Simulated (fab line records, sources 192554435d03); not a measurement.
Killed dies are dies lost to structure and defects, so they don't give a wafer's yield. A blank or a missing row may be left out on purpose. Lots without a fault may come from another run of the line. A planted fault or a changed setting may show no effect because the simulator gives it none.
Which tool did it? | flow n5_finfet | 12 lots, 36 wafers sampled, at 1 step of a route of 1938

WHAT THE GAUGES READ, wafer by wafer
N5_BEOL_M0_SAQP_THK_MEAS_05.
lot  | measured     | on            | thk_nm (nm)
L075 | day 5 17:52  | film_metro-01 | 59.8 60.3 60.5
L077 | day 6 07:22  | film_metro-01 | 59.4 59.4 60.1
L079 | day 6 21:15  | film_metro-01 | 59.8 59.7 60.8
L081 | day 7 10:26  | film_metro-02 | 58.8 58.9 59.2
L083 | day 7 17:47  | film_metro-02 | 59.4 59.8 60.3
L085 | day 8 06:22  | film_metro-01 | 59.1 60.5 60.6
L087 | day 8 21:37  | film_metro-02 | 58.6 59.9 60.6
L089 | day 9 10:02  | film_metro-01 | 58.6 59.8 60.1
L091 | day 9 19:28  | film_metro-01 | 60.7 59.6 59.9
L093 | day 10 03:53 | film_metro-01 | 58.7 60.7 58.5
L095 | day 10 18:40 | film_metro-02 | 58.4 58.6 59.5
L097 | day 11 02:13 | film_metro-02 | 59.4 59.4 59.9

WHICH TOOL RAN EACH LOT (tool, then ch and the chambers of the sampled wafers, then the start)
The record holds no process step before these readings.

THE ANSWER, worked out from the rows above alone
Rule: what is usual is taken from the lots themselves. Put in order of their means at a reading, lots are off if they are a third of the lots or fewer, leave a main group of 4 or more, and stand apart from it by a gap of 3 or more times the standard deviation of the main group's means; of several such gaps the widest counts. A main group whose means are all the same, to the digits that the tables above print for the reading, isn't used. A lot without any number at a reading at which 4 lots or more have one is off too. The other lots that the step has rows for count as sound.
No lot is off at any reading shown: from this, nothing can be told.

WHAT THE SIMULATOR HAD PUT IN
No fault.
